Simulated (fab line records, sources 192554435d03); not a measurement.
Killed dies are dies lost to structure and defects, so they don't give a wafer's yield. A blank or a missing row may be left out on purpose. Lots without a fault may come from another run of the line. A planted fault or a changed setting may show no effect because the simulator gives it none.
A struck lot beside a sound one | flow n5_finfet | 37 steps out of a route of 1938
Sound: wafers L942.1, L942.2, L942.5. Struck: wafers L952.1, L952.3, L952.5. The cause comes at the end.
At each step with rows: each side's tool, then ch and its chambers, then its first start. Under that, the readings that differ: sound wafers | struck wafers | difference of the means | sigmas: that difference in standard deviations of wafers without a fault.
alike: readings whose means differ by less than 2 such deviations, and words and numbers that are the same on both sides. not compared: withheld readings, readings that some wafer has no value for, bounds like >300 that may hide the same value, and numbers for which the record gives no deviation and whose values overlap.
The two part at a step that has a row with sigmas, a row that says differs or no value, or rows on one side only. Numbers that don't overlap but have no deviation are shown without sigmas and don't part them. A reading that every wafer of one side lacks parts them only if that side has two wafers or more.

first, 9 steps without rows for these wafers: N5_BEOL_M4_ANNEAL_95 (time 240 s); N5_BEOL_M4_SPUTTER_96 (material Cu, target thk 4.5 nm, time 8.29 s); N5_BEOL_M4_ECD_50 (material Cu, target thk 300 nm); N5_BEOL_M4_ANNEAL_51 (time 90 s); N5_BEOL_M4_CMP_52 (polishes, stops on SiOC, t overpolish 6.8 s, target thk 40 nm); N5_BEOL_M4_PRE_CLEAN_60 (time 15 s); N5_BEOL_M4_CO_CAP_55 (material Co, precursor CCTBA/H2, target thk 2 nm, time 102.1 s); N5_BEOL_M4_PRE_CLEAN_56 (time 15 s); N5_BEOL_M4_DEP_57 (deposits SiCN from 3MS/NH3, target thk 8 nm, time 14 s).
N5_BEOL_M4_RC_MEAS_101:
  sound on prober-02 ch 0, day 9 00:00; struck on prober-01 ch 0, day 10 15:46
  alike: DIBL_N, DIBL_P, IOFF_N, IOFF_P, ION_N, ION_P, SS_N, SS_P, VT_N, VT_P
then, 24 steps without rows for these wafers: N5_BEOL_M5_ILD_DEP_00 (deposits SiCOH lowk from DEMS/porogen, target thk 140.64 nm, time 25.9 s); N5_BEOL_M5_CURE_79 (cures SiCOH lowk, time 240 s); N5_BEOL_M5_PECVD_70 (deposits SiO2 from TEOS/O2, target thk 16 nm, time 18 s); N5_BEOL_M5_HM_DEP_02 (deposits TiN, target thk 20 nm); N5_BEOL_M5_COAT_59 (time 60 s, resist thk 60 nm); N5_BEOL_M5_COAT_60 (time 60 s, resist thk 12 nm); N5_BEOL_M5_COAT_71 (time 60 s, resist thk 5 nm); N5_BEOL_M5_COAT_05 (resist thk 30 nm); N5_BEOL_M5_EBR_07; N5_BEOL_M5_SOFTBAKE_06 (time 60 s); N5_BEOL_M5_EXPOSE_08 (exposes mask M5, target cd 28 nm); N5_BEOL_M5_PEB_09 (peb time 60 s); N5_BEOL_M5_DEVELOP_10 (develop time 30 s); N5_BEOL_M5_DESCUM_16 (chemistry O2, time 7 s); N5_BEOL_M5_ETCH_72 (etches underlayer in N2/H2, target depth 6.5 nm, time 5.2 s); N5_BEOL_M5_ETCH_61 (etches SiARC in CF4, target depth 15.6 nm, time 26 s); N5_BEOL_M5_ETCH_62 (etches SOC in N2/H2, target depth 75 nm, overetch 15 nm, time 112.5 s); N5_BEOL_M5_STRIP_63 (strips in N2/H2); N5_BEOL_M5_STRIP_73 (strips in N2/H2); N5_BEOL_M5_STRIP_64 (strips in CF4); N5_BEOL_M5_HM_OPEN_17 (chemistry Cl2/BCl3, target TiN, target depth 20 nm, overetch 6 nm); N5_BEOL_M5_STRIP_19 (strips in O2); N5_BEOL_M5_COAT_65 (time 60 s, resist thk 60 nm); N5_BEOL_M5_COAT_66 (time 60 s, resist thk 12 nm).
-- the record jumps here: 2 days lie between the struck wafers' starts before and after (it left off in module BEOL_M5 and takes up again in module BEOL_M11, whose first step shown is number 1594 of the route) --
N5_BEOL_M11_ECD_50: material Cu, target thk 318 nm.
  sound on ecd_cu-01 ch 0,1, day 11 06:26; struck on ecd_cu-02 ch 0,1, day 13 03:00
N5_BEOL_M11_CMP_52: polishes, stops on SiCOH lowk, t overpolish 7 s, target thk 140 nm.
  sound on cmp-04 ch 0,3, day 11 07:00; struck on cmp-03 ch 1,3, day 13 03:26
  reading                | sound       | struck      | difference | sigmas
  motor_current_A (A)    | 5.4 5.8 5.4 | 6.3 7.1 7.0 | +1.3       | +2
  time_to_endpoint_s (s) | 70 72 71    | 1 0 1       | -70        | -17
N5_PASSIVATION_PROBE_49:
  sound on prober-02, day 13 00:16; struck on prober-02, day 14 17:51
  reading                  | sound          | struck         | difference | sigmas
  defect_limited_yield (%) | 91.9 92.0 93.6 | 0 0 0          | -92        | -62
  killed_at_M4_up          | 5 7 11         | 1104 1095 1081 | +1086      | +99 or more
  killed_dies              | 95 94 76       | 1180 1180 1180 | +1092      | +64
  killed_on_rim            | 11 13 6        | 152 152 152    | +142       | +36
  sort_bin_5_function (%)  | 4.7 4.5 4.2    | 97.0 96.8 95.3 | +91.9      | +99
  sort_n_pass              | 1085 1086 1104 | 0 0 0          | -1092      | -64
  sort_yield_pct (%)       | 91.9 92.0 93.6 | 0 0 0          | -92        | -66
  alike: killed_at_M0_to_M3, killed_at_contacts, killed_at_front_end, killed_at_other, killed_open, killed_short, sort_bin_6_memory, sort_bin_8_speed

WHERE THEY PART
First at N5_BEOL_M11_CMP_52; last, within this record, at N5_PASSIVATION_PROBE_49.

WHY: what the simulator had put in
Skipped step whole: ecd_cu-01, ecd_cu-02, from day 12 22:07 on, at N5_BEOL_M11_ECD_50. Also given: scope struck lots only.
